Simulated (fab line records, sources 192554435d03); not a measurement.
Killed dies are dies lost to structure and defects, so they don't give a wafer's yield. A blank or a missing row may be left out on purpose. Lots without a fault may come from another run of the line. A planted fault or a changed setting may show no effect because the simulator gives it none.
A struck lot beside a sound one | flow n5_finfet | 19 steps out of a route of 1938
Sound: wafers L619.1, L619.3, L619.6. Struck: wafers L612.1, L612.2, L612.6. The cause comes at the end.
At each step with rows: each side's tool, then ch and its chambers, then its first start. Under that, the readings that differ: sound wafers | struck wafers | difference of the means | sigmas: that difference in standard deviations of wafers without a fault.
alike: readings whose means differ by less than 2 such deviations, and words and numbers that are the same on both sides. not compared: withheld readings, readings that some wafer has no value for, bounds like >300 that may hide the same value, and numbers for which the record gives no deviation and whose values overlap.
The two part at a step that has a row with sigmas, a row that says differs or no value, or rows on one side only. Numbers that don't overlap but have no deviation are shown without sigmas and don't part them. A reading that every wafer of one side lacks parts them only if that side has two wafers or more.

N5_BEOL_M0_SAQP_HM_DEP_02: deposits TiN, target thk 12 nm.
  sound on pvd_sputter-02, day 9 23:14; struck on pvd_sputter-03, day 8 17:13
  reading                | sound          | struck         | difference | sigmas
  throttle_valve_pct (%) | 29.3 28.8 28.9 | 30.9 31.0 30.4 | +1.8       | +2
  alike: substrate_temp_c
N5_BEOL_M0_SAQP_PECVD_03: deposits SiCN from 3MS/NH3, target thk 12 nm, time 21.1 s.
  sound on pecvd-03 ch 2, day 9 23:21; struck on pecvd-04 ch 0,1, day 8 17:20
  alike: showerhead_plenum_p_Torr, throttle_valve_pct
N5_BEOL_M0_SAQP_PECVD_96: deposits a-Si from SiH4/He, target thk 45 nm, time 45.2 s.
  sound on pecvd-03 ch 2, day 9 23:24; struck on pecvd-04 ch 0,1, day 8 17:23
  alike: heater_power_outer_w, heater_power_w, showerhead_plenum_p_Torr, throttle_valve_pct
N5_BEOL_M0_SAQP_PECVD_97: deposits SiNx from SiH4/NH3/N2, target thk 23 nm, time 19.9 s.
  sound on pecvd-03 ch 2, day 9 23:28; struck on pecvd-04 ch 0,1, day 8 17:27
  alike: heater_power_outer_w, heater_power_w, showerhead_plenum_p_Torr, throttle_valve_pct
N5_BEOL_M0_SAQP_PECVD_04: deposits a-Si from SiH4/He, target thk 60 nm, time 60.2 s.
  sound on pecvd-03 ch 2, day 9 23:32; struck on pecvd-04 ch 0,1, day 8 17:31
  alike: heater_power_outer_w, heater_power_w, showerhead_plenum_p_Torr, throttle_valve_pct
N5_BEOL_M0_SAQP_THK_MEAS_05:
  sound on film_metro-02, day 9 23:40; struck on film_metro-02, day 8 17:38
  alike: thk_nm
then, 6 steps without rows for these wafers: N5_BEOL_M0_SAQP_HM_DEP_111 (deposits SiO2 from SiH4/N2O, target thk 12 nm, time 7.2 s); N5_BEOL_M0_SAQP_COAT_81 (time 60 s, resist thk 100 nm); N5_BEOL_M0_SAQP_COAT_82 (time 60 s, resist thk 30 nm); N5_BEOL_M0_SAQP_COAT_08 (resist thk 90 nm); N5_BEOL_M0_SAQP_EBR_10; N5_BEOL_M0_SAQP_SOFTBAKE_09 (time 60 s).
N5_BEOL_M0_SAQP_EXPOSE_11: exposes mask M0 CORE, target cd 42 nm.
  sound on arfi_scanner-02 ch 0, day 9 23:53; struck on arfi_scanner-01 ch 0, day 8 17:59
  reading              | sound             | struck            | difference | sigmas
  exposure_dose_mJ_cm2 | 55.05 55.00 55.05 | 57.76 57.79 57.86 | +2.77      | +46
  alike: mask
then, 2 steps without rows for these wafers: N5_BEOL_M0_SAQP_PEB_12 (peb time 60 s); N5_BEOL_M0_SAQP_DEVELOP_13 (develop time 30 s).
N5_BEOL_M0_SAQP_CD_MEAS_14: target cd 42.5 nm.
  sound on cd_sem-03 ch 0, day 10 00:01; struck on cd_sem-02 ch 0, day 8 18:07
  reading    | sound          | struck         | difference | sigmas
  cd_nm (nm) | 42.2 42.6 42.9 | 41.1 41.5 41.3 | -1.3       | -4
N5_BEOL_M0_SAQP_OVL_MEAS_15:
  sound on overlay-02 ch 0, day 10 00:02; struck on overlay-01 ch 0, day 8 18:09
  alike: M0_CORE_OVL
-- the record jumps here: 3 days lie between the struck wafers' starts before and after (it left off in module BEOL_M0_SAQP and takes up again in module BEOL_M4, whose first step shown is number 1111 of the route) --
N5_BEOL_M4_RC_MEAS_101:
  sound on prober-02 ch 0, day 12 10:08; struck on prober-02 ch 0, day 11 20:07
  alike: DIBL_N, DIBL_P, IOFF_N, IOFF_P, ION_N, ION_P, SS_N, SS_P, VT_N, VT_P
-- the record jumps here: 5 days lie between the struck wafers' starts before and after (it left off in module BEOL_M4 and takes up again in module PASSIVATION, whose first step shown is number 1936 of the route) --
N5_PASSIVATION_PROBE_49:
  the record has rows for the struck wafers here (prober-02, day 17 06:20) and none for the sound ones

WHERE THEY PART
First at N5_BEOL_M0_SAQP_HM_DEP_02; last, within this record, at N5_PASSIVATION_PROBE_49.

WHY: what the simulator had put in
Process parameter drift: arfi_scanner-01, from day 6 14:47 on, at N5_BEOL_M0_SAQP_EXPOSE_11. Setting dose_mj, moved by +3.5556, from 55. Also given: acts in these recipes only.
